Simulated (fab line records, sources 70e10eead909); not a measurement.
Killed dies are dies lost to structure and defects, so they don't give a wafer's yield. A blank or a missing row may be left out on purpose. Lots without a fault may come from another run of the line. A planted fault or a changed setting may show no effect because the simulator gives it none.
One fault seen from 2 desks | flow nand_harc | each desk has only its own numbers; what lay behind them comes last

THE METROLOGY DESK
What the gauges read, lot by lot, whatever tool the lot ran on: means of the sampled wafers that have a number. A lot is out of limits, marked OUT, if its mean lies more than 4 standard deviations from the usual mean; the brackets give that distance.
Columns: A = cd_nm at NHARC_P_ZERO_WELL_CD_MEAS_24, usual 721.1 nm
lot  | first seen here | A
L330 | day 1 14:34     | 722.2
L331 | day 1 20:33     | 722.8
L332 | day 2 02:20     | 719.8
L333 | day 2 08:27     | 722.0
L334 | day 2 14:38     | 719.8
L337 | day 3 08:20     | 720.9
L338 | day 3 14:28     | 719.6
L339 | day 3 20:37     | 719.3
L340 | day 4 02:20     | 720.9
L341 | day 4 08:37     | 723.6
L345 | day 5 08:29     | 790.2 (+41) OUT
L346 | day 5 14:28     | 791.5 (+41) OUT
L347 | day 5 20:38     | 789.5 (+40) OUT
L351 | day 6 20:28     | 720.9
L352 | day 7 02:28     | 791.4 (+41) OUT
L353 | day 7 08:29     | 723.2
This desk's finding: out of limits on L345, L346, L347, L352; first on L345, day 5 08:29 (cd_nm at NHARC_P_ZERO_WELL_CD_MEAS_24). In limits: L330, L331, L332, L333, L334, L337, L338, L339, L340, L341, L351, L353.

THE TOOL OWNER'S DESK: krf_scanner-04
The tool's own readings at NHARC_P_ZERO_WELL_EXPOSE_21 (exposes mask P NWELL, target cd 720 nm): means of the sampled wafers that have a number, for each lot that ran on this tool. A lot is out of limits, marked OUT, if its mean lies more than 4 standard deviations from the usual mean; the brackets give that distance.
Columns: A = exposure_dose_mJ_cm2 at NHARC_P_ZERO_WELL_EXPOSE_21, usual 22.309
lot  | first seen here | A
L330 | day 1 14:25     | 22.300
L341 | day 4 08:28     | 22.308
L345 | day 5 08:20     | 33.592 (+99 or more) OUT
L346 | day 5 14:19     | 33.588 (+99 or more) OUT
L347 | day 5 20:29     | 33.562 (+99 or more) OUT
L352 | day 7 02:19     | 33.586 (+99 or more) OUT
This desk's finding: out of limits on L345, L346, L347, L352; first on L345, day 5 08:20 (exposure_dose_mJ_cm2 at NHARC_P_ZERO_WELL_EXPOSE_21). In limits: L330, L341.

PUT TOGETHER
The tool owner's desk could have raised an alarm at day 5 08:20, on L345, L346, L347, L352.
The metrology desk could have raised an alarm at day 5 08:29, on L345, L346, L347, L352.
Of the lots named, all ran NHARC_P_ZERO_WELL_EXPOSE_21 on krf_scanner-04.

WHAT THE SIMULATOR HAD PUT IN
Process parameter drift: krf_scanner-04, from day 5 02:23 on, at NHARC_P_ZERO_WELL_EXPOSE_21. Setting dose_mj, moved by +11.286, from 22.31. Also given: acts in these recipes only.
Lots struck among those shown: L345, L346, L347, L352.
Hours from the fault's start to each desk's first reading out of limits: the tool owner's desk, 6; the metrology desk, 6.
